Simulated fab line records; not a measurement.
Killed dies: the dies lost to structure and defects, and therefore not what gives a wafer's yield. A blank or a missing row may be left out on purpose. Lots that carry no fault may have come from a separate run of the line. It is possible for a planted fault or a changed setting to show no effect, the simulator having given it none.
Matching of chambers / flow nand_harc / pecvd-01 running NHARC_A_STAIRCASE_DEP_301: 3 sister chambers
The step deposits SiON, target thk 30 nm. 14 wafers are shown with their chamber, then 7 later ones without.

== WAFERS WITH THEIR CHAMBER ==
wafer=L076.4; chamber=1; heater_power_w (W)=934
wafer=L076.5; chamber=2; heater_power_w (W)=618
wafer=L076.6; chamber=0; heater_power_w (W)=625
wafer=L077.1; chamber=1; heater_power_w (W)=877
wafer=L077.2; chamber=0; heater_power_w (W)=716
wafer=L077.3; chamber=2; heater_power_w (W)=687
wafer=L078.1; chamber=1; heater_power_w (W)=928
wafer=L078.2; chamber=0; heater_power_w (W)=729
wafer=L078.4; chamber=2; heater_power_w (W)=686
wafer=L089.3; chamber=0; heater_power_w (W)=731
wafer=L089.4; chamber=2; heater_power_w (W)=677
wafer=L089.6; chamber=0; heater_power_w (W)=732
wafer=L091.1; chamber=0; heater_power_w (W)=665
wafer=L091.2; chamber=1; heater_power_w (W)=917

SIGNATURES, as means of the wafers listed above
reading=heater_power_w; chamber 0=699.67; chamber 1=914.00; chamber 2=667.00; scatter within a chamber=37.1
Rule: a wafer lies at a distance from a chamber equal to the root of the sum of squares, over the readings, of (its reading less the chamber's mean, divided by the reading's scatter). If the next closest chamber is less than 2 further off than the closest, the wafer can't be placed; otherwise it belongs to the closest. How the scatter is found: for the shown wafers, subtract from each reading the mean of its chamber, square and add these, divide the total by (wafers less chambers), then take the root.

== WAFERS WITH NO CHAMBER GIVEN ==
wafer=L091.3; heater_power_w (W)=590
wafer=L092.1; heater_power_w (W)=672
wafer=L092.4; heater_power_w (W)=683
wafer=L092.5; heater_power_w (W)=949
wafer=L097.1; heater_power_w (W)=658
wafer=L097.3; heater_power_w (W)=684
wafer=L097.4; heater_power_w (W)=657

== WHICH CHAMBER EACH ONE RAN IN ==
wafer=L091.3; from the rows above=can't be placed: 2 or 0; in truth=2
wafer=L092.1; from the rows above=can't be placed: 2 or 0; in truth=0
wafer=L092.4; from the rows above=can't be placed: 2 or 0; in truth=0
wafer=L092.5; from the rows above=1; in truth=1
wafer=L097.1; from the rows above=can't be placed: 2 or 0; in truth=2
wafer=L097.3; from the rows above=can't be placed: 0 or 2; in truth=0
wafer=L097.4; from the rows above=can't be placed: 2 or 0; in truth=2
Correctly placed: 1 of 7. Unplaceable from these rows: 6, with the true chamber sitting among the candidates in 6. Number placed wrongly: 0.
